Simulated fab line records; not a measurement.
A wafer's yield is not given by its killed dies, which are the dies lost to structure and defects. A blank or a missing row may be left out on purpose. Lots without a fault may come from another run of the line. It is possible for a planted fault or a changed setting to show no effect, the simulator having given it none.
Chamber matching / flow n5Finfet / N5_BEOL_M3_ETCH_63 on rieDiel-06: 4 sister chambers
The step etches SiARC in CF4, target depth 15.6 nm, time 26 s. 4 wafers are shown with their chamber, then 12 later ones without.

## WAFERS WITH THEIR CHAMBER
wafer=L085.1; chamber=2; drypumpMotorCurrentA (A)=6.1
wafer=L088.1; chamber=0; drypumpMotorCurrentA (A)=5.9
wafer=L088.2; chamber=3; drypumpMotorCurrentA (A)=5.2
wafer=L088.5; chamber=1; drypumpMotorCurrentA (A)=5.4

## WAFERS WHOSE CHAMBER IS MISSING
wafer=L091.2; drypumpMotorCurrentA (A)=6.2
wafer=L091.3; drypumpMotorCurrentA (A)=5.9
wafer=L091.5; drypumpMotorCurrentA (A)=6.2
wafer=L092.1; drypumpMotorCurrentA (A)=5.2
wafer=L092.4; drypumpMotorCurrentA (A)=5.4
wafer=L092.6; drypumpMotorCurrentA (A)=5.4
wafer=L094.3; drypumpMotorCurrentA (A)=6.2
wafer=L094.4; drypumpMotorCurrentA (A)=5.2
wafer=L094.6; drypumpMotorCurrentA (A)=6.2
wafer=L097.3; drypumpMotorCurrentA (A)=5.4
wafer=L097.4; drypumpMotorCurrentA (A)=5.9
wafer=L097.6; drypumpMotorCurrentA (A)=5.9

## CHAMBER TAKEN BY EACH
wafer=L091.2; from the rows above=2; in truth=2
wafer=L091.3; from the rows above=0; in truth=0
wafer=L091.5; from the rows above=2; in truth=2
wafer=L092.1; from the rows above=3; in truth=3
wafer=L092.4; from the rows above=1; in truth=1
wafer=L092.6; from the rows above=1; in truth=1
wafer=L094.3; from the rows above=2; in truth=2
wafer=L094.4; from the rows above=3; in truth=3
wafer=L094.6; from the rows above=2; in truth=2
wafer=L097.3; from the rows above=1; in truth=1
wafer=L097.4; from the rows above=0; in truth=0
wafer=L097.6; from the rows above=0; in truth=0
Correct placement for 12 of the 12. Can't be placed from these rows: 0. Number placed wrongly: 0.
How it was worked out, from the rows above alone: a wafer's distance from a chamber is the root of the sum, over the readings, of the square of ((its reading less the chamber's mean) divided by the reading's scatter). If the next closest chamber is less than 2 further off than the closest, the wafer can't be placed; otherwise it belongs to the closest. Each chamber's mean is taken over the wafers shown for it. The scatter: root of mean squared gap, hidden wafer to nearest shown wafer, with one shown wafer a chamber.
